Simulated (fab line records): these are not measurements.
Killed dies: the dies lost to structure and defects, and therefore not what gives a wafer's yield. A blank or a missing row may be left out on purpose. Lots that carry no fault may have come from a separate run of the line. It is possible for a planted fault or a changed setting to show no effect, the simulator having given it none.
Chamber matching || flow n5-finfet || N5_BEOL_M5_CURE_79 on uv-cure-01 has 3 sister chambers
The step cures SiCOH lowk, time 240 s. 6 wafers are shown with their chamber, then 7 later ones without.

## EACH WAFER AND ITS CHAMBER
{"wafer": "L082.5", "chamber": 0, "wafer_temp_C_max": 386.2, "lamp-power-pct (%)": 52.41}
{"wafer": "L082.6", "chamber": 0, "wafer_temp_C_max": 387.2, "lamp-power-pct (%)": 52.26}
{"wafer": "L086.3", "chamber": 1, "wafer_temp_C_max": 387.8, "lamp-power-pct (%)": 52.32}
{"wafer": "L086.4", "chamber": 1, "wafer_temp_C_max": 387.2, "lamp-power-pct (%)": 52.34}
{"wafer": "L091.3", "chamber": 2, "wafer_temp_C_max": 388.2, "lamp-power-pct (%)": 52.36}
{"wafer": "L091.4", "chamber": 2, "wafer_temp_C_max": 387.1, "lamp-power-pct (%)": 52.27}

## WAFERS WITHOUT THEIR CHAMBER
{"wafer": "L091.6", "wafer_temp_C_max": 387.2, "lamp-power-pct (%)": 52.34}
{"wafer": "L095.1", "wafer_temp_C_max": 387.0, "lamp-power-pct (%)": 52.33}
{"wafer": "L095.4", "wafer_temp_C_max": 387.2, "lamp-power-pct (%)": 52.31}
{"wafer": "L095.5", "wafer_temp_C_max": 387.4, "lamp-power-pct (%)": 52.29}
{"wafer": "L096.3", "wafer_temp_C_max": 387.1, "lamp-power-pct (%)": 52.30}
{"wafer": "L096.5", "wafer_temp_C_max": 386.9, "lamp-power-pct (%)": 52.32}
{"wafer": "L096.6", "wafer_temp_C_max": 386.7, "lamp-power-pct (%)": 52.28}

## THE CHAMBER EACH PASSED THROUGH
{"wafer": "L091.6", "from the rows above": "can't be placed: 1 or 0 or 2", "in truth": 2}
{"wafer": "L095.1", "from the rows above": "can't be placed: 0 or 1 or 2", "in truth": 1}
{"wafer": "L095.4", "from the rows above": "can't be placed: 1 or 2 or 0", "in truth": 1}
{"wafer": "L095.5", "from the rows above": "can't be placed: 2 or 1 or 0", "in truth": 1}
{"wafer": "L096.3", "from the rows above": "can't be placed: 1 or 0 or 2", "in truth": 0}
{"wafer": "L096.5", "from the rows above": "can't be placed: 0 or 1 or 2", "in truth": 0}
{"wafer": "L096.6", "from the rows above": "can't be placed: 0 or 1 or 2", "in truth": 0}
Placed correctly: 0 of 7. These rows do not allow placing 7 (true chamber among the candidates in 7). Wrongly placed: 0.
How it was worked out, from the rows above alone: a wafer's distance from a chamber is the root of the sum, over the readings, of the square of ((its reading less the chamber's mean) divided by the reading's scatter). If the next closest chamber is less than 2 further off than the closest, the wafer can't be placed; otherwise it belongs to the closest. For every chamber, the mean is computed from those of its wafers that are shown. The scatter: take each reading less its chamber's mean, square it, sum over the shown wafers, divide by the number of wafers less the number of chambers, and take the root.
